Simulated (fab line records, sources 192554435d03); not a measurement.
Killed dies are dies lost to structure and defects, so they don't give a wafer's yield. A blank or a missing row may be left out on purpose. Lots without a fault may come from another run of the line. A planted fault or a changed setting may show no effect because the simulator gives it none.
Chamber matching | flow n5_finfet | N5_DUMMY_GATE_ETCH_42 on rie_diel-03: 4 sister chambers
The step etches SiO2 in CHF3/O2, target depth 3.5 nm, time 31 s. 4 wafers are shown with their chamber, then 7 later ones without.

WAFERS WITH THEIR CHAMBER
wafer  | chamber | drypump_motor_current_A (A)
L080.6 | 3       | 4.9
L086.6 | 2       | 5.4
L091.1 | 0       | 6.0
L091.4 | 1       | 6.5

WAFERS WITHOUT THEIR CHAMBER
wafer  | drypump_motor_current_A (A)
L091.5 | 6.4
L093.3 | 6.0
L093.4 | 5.4
L093.6 | 5.4
L097.1 | 4.9
L097.4 | 6.0
L097.6 | 4.9

WHICH CHAMBER EACH WENT THROUGH
wafer  | from the rows above | in truth
L091.5 | 1                   | 1
L093.3 | 0                   | 0
L093.4 | 2                   | 2
L093.6 | 2                   | 2
L097.1 | 3                   | 3
L097.4 | 0                   | 0
L097.6 | 3                   | 3
Placed correctly: 7 of 7. Can't be placed from these rows: 0. Placed wrongly: 0.
How it was worked out, from the rows above alone: a wafer's distance from a chamber is the root of the sum, over the readings, of the square of ((its reading less the chamber's mean) divided by the reading's scatter). The wafer belongs to the nearest chamber; if the next one is less than 2 further off, it can't be placed. A chamber's mean is the mean of its shown wafers. The scatter: with one shown wafer a chamber, the root of the mean of the squares of how far each hidden wafer lies from its nearest shown one.
